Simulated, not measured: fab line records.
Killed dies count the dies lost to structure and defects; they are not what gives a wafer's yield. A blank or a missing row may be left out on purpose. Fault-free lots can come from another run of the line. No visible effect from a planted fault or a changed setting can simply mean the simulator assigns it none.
fab line records    flow n5Finfet    part 2 of 2: steps 24 to 33 of 33
record: lots: 5  wafers: 15  lastDay: 18
route steps=1938 shown BEOL_M12@1619
lots with no fault: from the same line, run without faults
startH: hours from the record's first day to the start of the lot's first wafer shown    waitH: hours elapsed since this lot's preceding step    " unchanged from the row above    L1.1+2: one row covering several wafers at once    - value missing, or start not given    * or withheld: withheld    < > ~ a bound
route shown NAME@n: names a module that has steps shown in the file, with the first one's number in the route    usual: mean/standard deviation taken from wafers without a fault    same: alike in all rows    chamber/n: place in a boat    sites: the reading at each site    _std_site: the values' standard deviation    _edge_site: the outer-site mean with the inner-site mean subtracted    radiusMm: how far each site lies from the wafer's centre    mask NAME#n: copy n    behind: the last tool/chamber to shape the wafer    hold: the reason the lot was held/the length of the hold in hours/how it ended    device: transistor that didn't switch, given as n, p or np    end of line: tests of these same wafers at the route's end    a step without rows: its recipe alone    killed: the dies lost at the first sort to structure and to defects; this is not the yield of the wafer    map: the dies of a wafer, with x for killed, . for not killed, _ for no die there
set.NAME: the setting the step ran with; set.NAME@STEP: the setting that earlier step ran with    model.NAME: the simulator's own value behind a step, which no gauge read
lots seen at some steps along the route; tables by step, rows by wafer
services: when a tool's chamber went out of use (startH, in hours from the record's first day, below 0 if earlier), for how many hours, and the reason
== steps ==
step: N5_BEOL_M12_STRIP_37
recipe: chemistry: N2/H2  powerW: 1000  tempC: 250  h2Frac: 0.65  overashFraction: 0.3  pressureMtorr: withheld  n2FlowSccm: 1750  h2FlowSccm: 3250
usual: drypumpMotorCurrentA: 5.6/0.31  heaterPowerW: 351/24  oesProductAu: 0.789/0.0097
lot.wafer  tool            chamber  startH  waitH  drypumpMotorCurrentA  heaterPowerW  oesProductAu  rfHoursCounterH
L075.1     plasmaAsher-01  1        241.14  0.0    5.5                   359           0.779         68
L075.2     "               0        "       "      6.0                   371           0.783         68
L075.3     "               0        "       "      5.9                   365           0.794         -
L077.3     plasmaAsher-02  0        248.39  0.1    5.7                   337           0.792         -
L077.5     "               1        "       "      5.0                   312           0.782         -
L077.6     "               0        "       "      5.8                   333           0.794         -
L084.1     plasmaAsher-01  1        297.44  0.0    5.5                   358           0.788         78
L084.4     "               1        "       "      5.5                   361           0.807         -
L084.5     "               0        "       "      5.9                   377           0.796         -
L085.1     plasmaAsher-01  1        309.29  0.0    5.6                   354           0.797         80
L085.3     "               0        "       "      5.9                   367           0.787         -
L085.4     "               1        "       "      5.5                   349           0.774         -
L097.1     plasmaAsher-01  1        388.55  0.0    5.5                   370           0.813         96
L097.2     "               0        "       "      6.0                   372           0.774         96
L097.4     "               0        "       "      6.0                   372           0.787         -
step: N5_BEOL_M12_ETCH_38
recipe: chemistry: CF4/N2  target: SiCN  targetDepthA: 687  taperDeg: 2  timeS: 73.4  ionEnergyEv: 150  maskMaterial: SiO2  pressureMtorr: 40  sourceW: 430  biasW: 70  Ar_flow_sccm: 100  cf4FlowSccm: 60  n2FlowSccm: 60
usual: drypumpMotorCurrentA: 5.9/0.55  oesProductAu: 0.80/0.083  rfVppV: 381.6/1.9  showerheadPlenumPTorr: 2.18/0.068  throttleValvePct: 15.37/0.25
lot.wafer  tool        chamber  startH  waitH  drypumpMotorCurrentA  oesProductAu  rfHoursCounterH  rfVppV  showerheadPlenumPTorr  throttleValvePct
L075.1     rieDiel-02  2        241.22  -      6.2                   0.77          113              381.8   2.14                   15.52
L075.2     "           3        "       "      5.9                   0.70          242              381.3   2.18                   15.76
L075.3     "           0        "       "      5.0                   0.86          68               380.1   2.15                   15.25
L077.3     rieDiel-05  2        248.80  -      6.6                   0.70          230              381.4   2.18                   15.60
L077.5     "           2        "       "      6.6                   0.70          -                381.4   2.18                   15.60
L077.6     "           3        "       "      4.9                   0.78          -                380.5   2.14                   14.96
L084.1     rieDiel-06  2        301.35  -      6.2                   0.85          69               379.8   2.16                   15.42
L084.4     "           3        "       "      6.4                   0.69          -                385.1   2.27                   15.72
L084.5     "           2        "       "      6.2                   0.84          -                380.2   2.16                   15.44
L085.1     rieDiel-06  3        310.02  -      6.5                   0.68          229              384.0   2.27                   15.71
L085.3     "           2        "       "      6.2                   0.85          74               379.7   2.15                   15.44
L085.4     "           2        "       "      6.2                   0.85          -                381.5   2.15                   15.43
L097.1     rieDiel-06  3        393.88  -      6.4                   0.67          256              384.0   2.26                   15.75
L097.2     "           1        "       "      5.9                   0.84          80               385.1   2.32                   15.17
L097.4     "           3        "       "      6.4                   0.67          -                384.3   2.26                   15.76
step: N5_BEOL_M12_PRECLEAN_39
recipe: chemistry: residueRemover  timeS: 60  tempC: 40
lot.wafer   tool         chamber  startH  waitH
L075.1+2+3  wetBench-01  6,1,0    241.35  0.1
L077.3+5+6  wetBench-01  6,4,0    248.93  0.1
L084.1+4+5  wetBench-05  2,5,1    301.48  0.1
L085.1+3+4  wetBench-01  0,5,6    310.15  0.1
L097.1+2+4  wetBench-04  6,4,2    394.06  0.1
step: N5_BEOL_M12_SRD_40
recipe: timeS: 30  tempC: 23  rinseLiquid: diw  dry: n2Spin  spinRpm: 1500  dryTimeS: 30
lot.wafer   tool         chamber  startH  waitH
L075.1+2+3  wetBench-01  6,1,0    241.37  0.0
L077.3+5+6  wetBench-01  6,4,0    248.95  0.0
L084.1+4+5  wetBench-05  2,5,1    301.50  0.0
L085.1+3+4  wetBench-01  0,5,6    310.17  0.0
L097.1+2+4  wetBench-04  6,4,2    394.08  0.0
step: N5_BEOL_M12_DEGAS_41
recipe: ambient: vacuum  tempC: 250  timeS: 60
usual: heaterPowerW: 334/26
lot.wafer  tool           chamber  startH  waitH  heaterPowerW
L075.1     pvdSputter-01  -        241.74  0.4    339
L075.2     "              -        "       "      310
L075.3     "              -        "       "      324
L077.3     pvdSputter-01  -        249.36  0.4    305
L077.5     "              -        "       "      305
L077.6     "              -        "       "      331
L084.1     pvdSputter-01  -        301.84  0.3    331
L084.4     "              -        "       "      336
L084.5     "              -        "       "      320
L085.1     pvdSputter-01  -        310.67  0.5    333
L085.3     "              -        "       "      316
L085.4     "              -        "       "      327
L097.1     pvdSputter-03  -        396.26  2.2    327
L097.2     "              -        "       "      326
L097.4     "              -        "       "      356
step: N5_BEOL_M12_PRE_CLEAN_42
recipe: gas: H2/He  timeS: 30  tempC: 250
usual: heaterPowerW: 333/25
lot.wafer  tool           chamber  startH  waitH  heaterPowerW
L075.1     pvdSputter-01  -        241.78  0.0    332
L075.2     "              -        "       "      301
L075.3     "              -        "       "      310
L077.3     pvdSputter-01  -        249.40  0.0    316
L077.5     "              -        "       "      303
L077.6     "              -        "       "      335
L084.1     pvdSputter-01  -        301.88  0.0    323
L084.4     "              -        "       "      339
L084.5     "              -        "       "      318
L085.1     pvdSputter-01  -        310.71  0.0    340
L085.3     "              -        "       "      314
L085.4     "              -        "       "      326
L097.1     pvdSputter-03  -        396.30  0.0    331
L097.2     "              -        "       "      331
L097.4     "              -        "       "      357
step: N5_BEOL_M12_SPUTTER_43
recipe: material: TaN  targetThkA: 150  tempC: 50  biasV: 168.6  powerW: 15000  chamberPressurePa: 0.12  timeS: 24.19
usual: throttleValvePct: 30.1/1.1
lot.wafer  tool           chamber  startH  waitH  throttleValvePct
L075.1     pvdSputter-01  -        241.82  0.0    31.5
L075.2     "              -        "       "      31.0
L075.3     "              -        "       "      30.0
L077.3     pvdSputter-01  -        249.44  0.0    29.7
L077.5     "              -        "       "      31.2
L077.6     "              -        "       "      28.7
L084.1     pvdSputter-01  -        301.92  0.0    28.5
L084.4     "              -        "       "      31.7
L084.5     "              -        "       "      29.8
L085.1     pvdSputter-01  -        310.75  0.0    31.8
L085.3     "              -        "       "      29.6
L085.4     "              -        "       "      28.7
L097.1     pvdSputter-03  -        396.34  0.0    29.8
L097.2     "              -        "       "      29.8
L097.4     "              -        "       "      31.0
step: N5_BEOL_M12_SPUTTER_44
recipe: material: Ta  targetThkA: 100  tempC: 50  biasV: 80  powerW: 15000  chamberPressurePa: 0.07  timeS: 16.13
usual: throttleValvePct: 30.1/1.1
lot.wafer  tool           chamber  startH  waitH  throttleValvePct
L075.1     pvdSputter-01  -        241.90  0.0    31.5
L075.2     "              -        "       "      31.1
L075.3     "              -        "       "      29.8
L077.3     pvdSputter-01  -        249.52  0.0    29.9
L077.5     "              -        "       "      30.5
L077.6     "              -        "       "      28.5
L084.1     pvdSputter-01  -        302.00  0.0    28.6
L084.4     "              -        "       "      31.5
L084.5     "              -        "       "      30.0
L085.1     pvdSputter-01  -        310.83  0.0    31.7
L085.3     "              -        "       "      29.8
L085.4     "              -        "       "      28.8
L097.1     pvdSputter-03  -        396.42  0.0    29.4
L097.2     "              -        "       "      29.9
L097.4     "              -        "       "      31.1
step: N5_BEOL_M12_SPUTTER_45
recipe: material: Cu  targetThkA: 800  tempC: -20  biasV: 60  powerW: 26000  chamberPressurePa: 0.13  timeS: 13.33
usual: chuckGasFlowSccm: 1.26/0.05  throttleValvePct: 30.1/1.1
lot.wafer  tool           chamber  startH  waitH  chuckGasFlowSccm  throttleValvePct
L075.1     pvdSputter-01  -        241.98  0.0    1.27              31.4
L075.2     "              -        "       "      1.28              31.1
L075.3     "              -        "       "      1.27              29.8
L077.3     pvdSputter-01  -        249.60  0.0    1.21              30.2
L077.5     "              -        "       "      1.23              30.7
L077.6     "              -        "       "      1.28              28.5
L084.1     pvdSputter-01  -        302.08  0.0    1.22              28.8
L084.4     "              -        "       "      1.32              31.5
L084.5     "              -        "       "      1.15              29.9
L085.1     pvdSputter-01  -        310.91  0.0    1.31              31.6
L085.3     "              -        "       "      1.27              30.2
L085.4     "              -        "       "      1.34              28.7
L097.1     pvdSputter-03  -        396.50  0.0    1.20              29.5
L097.2     "              -        "       "      1.21              29.8
L097.4     "              -        "       "      1.23              31.1
step: N5_BEOL_M12_ECD_47
recipe: material: Cu  targetThkA: 7200
lot.wafer   tool      chamber  startH  waitH
L075.1+2+3  ecdCu-02  0,1,1    242.09  0.1
L077.3+5+6  ecdCu-02  1,1,0    249.76  0.1
L084.1+4+5  ecdCu-01  0,1,1    302.20  0.1
L085.1+3+4  ecdCu-01  1,1,0    311.03  0.1
L097.1+2+4  ecdCu-01  1,0,0    396.61  0.1
== services ==
tool            chamber  startH  hours  kind
rieDiel-06      0        220.63  6.6    repair
rieDiel-02      -        229.71  0.5    repair
wetBench-05     -        231.98  3.0    repair
krfScanner-02   -        254.46  1.3    pm
rieDiel-05      0        258.19  9.4    repair
krfScanner-02   -        258.36  1.0    pm
krfScanner-01   -        262.54  1.0    pm
rieDiel-02      0        264.49  9.9    repair
krfScanner-02   -        296.33  0.3    repair
ecdCu-01        -        296.85  0.8    repair
rieDiel-05      0        307.30  4.3    repair
ecdCu-01        -        313.56  1.8    repair
pvdSputter-01   -        320.04  19.6   repair
rieDiel-06      3        328.29  2.5    repair
plasmaAsher-01  -        344.97  2.8    pm
pvdSputter-01   -        354.53  5.4    repair
krfScanner-02   -        360.18  0.8    pm
rieDiel-05      3        376.16  2.3    repair
ecdCu-02        -        378.60  4.7    repair
rieDiel-02      -        381.76  0.5    repair
rieDiel-06      3        382.22  2.3    repair
rieDiel-06      2        382.64  11.7   repair
pvdSputter-01   -        386.41  4.6    repair
rieDiel-06      0        392.19  4.8    repair
